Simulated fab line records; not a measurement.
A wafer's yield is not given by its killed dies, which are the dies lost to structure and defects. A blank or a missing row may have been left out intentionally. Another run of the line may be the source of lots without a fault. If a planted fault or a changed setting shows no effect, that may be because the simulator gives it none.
Lot-split experiment	flow n5-finfet	on a route of 1938 steps: 7 lots, 21 wafers read

SPLIT DETAILS
At N5_PASSIVATION_EXPOSE_27 (exposes mask PAD, defocus 0 nm), the setting dose-mj was moved away from the recipe's 32.3 on 3 of the 21 wafers read, by -2.8% to +6.4%. For the rest of the wafers, this setting stayed at what the recipe calls for.

FROM THE SPLIT TO THE READING: what the file shows between them, 3 steps
- N5_PASSIVATION_PEB_28
- N5_PASSIVATION_DEVELOP_29: develop time 60 s
- N5_PASSIVATION_HARDBAKE_31: time 120 s

THE READING
Shown in nm: cd-nm at N5_PASSIVATION_CD_MEAS_30, with target cd 4000 nm. A value of 4000.2 nm with a standard deviation of 1.6 nm is what fault-free wafers of this fab line usually give.

wafer	tool, chamber at the split	dose-mj as run	against the recipe	cd-nm, nm	against lot-mates on the recipe
L078.2	krf-scanner-02, 0	32.3	recipe	4001.0	-
L078.3	krf-scanner-02, 0	32.3	recipe	4002.6	-
L078.5	krf-scanner-02, 0	32.3	recipe	4002.4	-
L081.1	krf-scanner-02, 0	32.3	recipe	3999.7	-
L081.2	krf-scanner-02, 0	32.3	recipe	4001.9	-
L081.4	krf-scanner-02, 0	32.3	recipe	4002.4	-
L084.1	krf-scanner-02, 0	32.3	recipe	3997.8	-
L084.3	krf-scanner-02, 0	32.3	recipe	3998.6	-
L084.6	krf-scanner-02, 0	32.3	recipe	3998.6	-
L090.1	krf-scanner-01, 0	32.3	recipe	4002.2	-
L090.3	krf-scanner-01, 0	32.3	recipe	4002.1	-
L090.5	krf-scanner-01, 0	32.3	recipe	4000.5	-
L087.1	krf-scanner-01, 0	32.3	recipe	3999.6	-
L087.3	krf-scanner-01, 0	32.3	recipe	3998.6	-
L087.4	krf-scanner-01, 0	32.3	recipe	3999.9	-
L089.1	krf-scanner-02, 0	32.3	recipe	3999.4	-
L089.2	krf-scanner-02, 0	31.4	-2.8%	3994.5	-5.2
L089.3	krf-scanner-02, 0	32.3	recipe	4000.0	-
L094.3	krf-scanner-02, 0	34.36	+6.4%	4014.4	+13.3
L094.5	krf-scanner-02, 0	34.36	+6.4%	4013.1	+12.0
L094.6	krf-scanner-02, 0	32.3	recipe	4001.1	-

FIT RESULTS
A straight line over all 21 wafers: cd-nm changes by +2.09 nm for each +1% of dose-mj; r = +0.95; the points scatter about the line by 1.5 nm.
The same after taking each lot's own level away (the mean of its wafers on the recipe; 21 wafers): +1.97 nm for each +1%; r = +0.99; scatter 0.72 nm.
The reading moves by 13 nm for the largest change in dose-mj, on that fit.
Measured against the standard deviation above, the lots' own levels, which go from 3998.33 to 4002.00 nm, span 2.3 times it.
So the lot-to-lot level changes the slope little: the two slopes agree.
Check: with one of the wafers moved furthest among these (+6.4%) left out of the fit, the line predicts +12 nm for it against its lot-mates. Against them it came out at +13.3 nm.

OTHER SPLITS APPLIED TO THESE WAFERS
Other splits were also applied to these wafers ahead of the reading. Each is held against what the fit with the lots' levels taken away leaves over:
other split on the same wafers	wafers away from the commonest value	r with cd-nm (lot level and that fit taken away)
N5_BEOL_M15_TRENCH_ETCH_34 time-s	9	+0.30
N5_PASSIVATION_PECVD_55 time-s	10	-0.08

THE FILE'S OWN FIT
cd-nm changes by +1.96 nm for each +1% of dose-mj, r = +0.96.
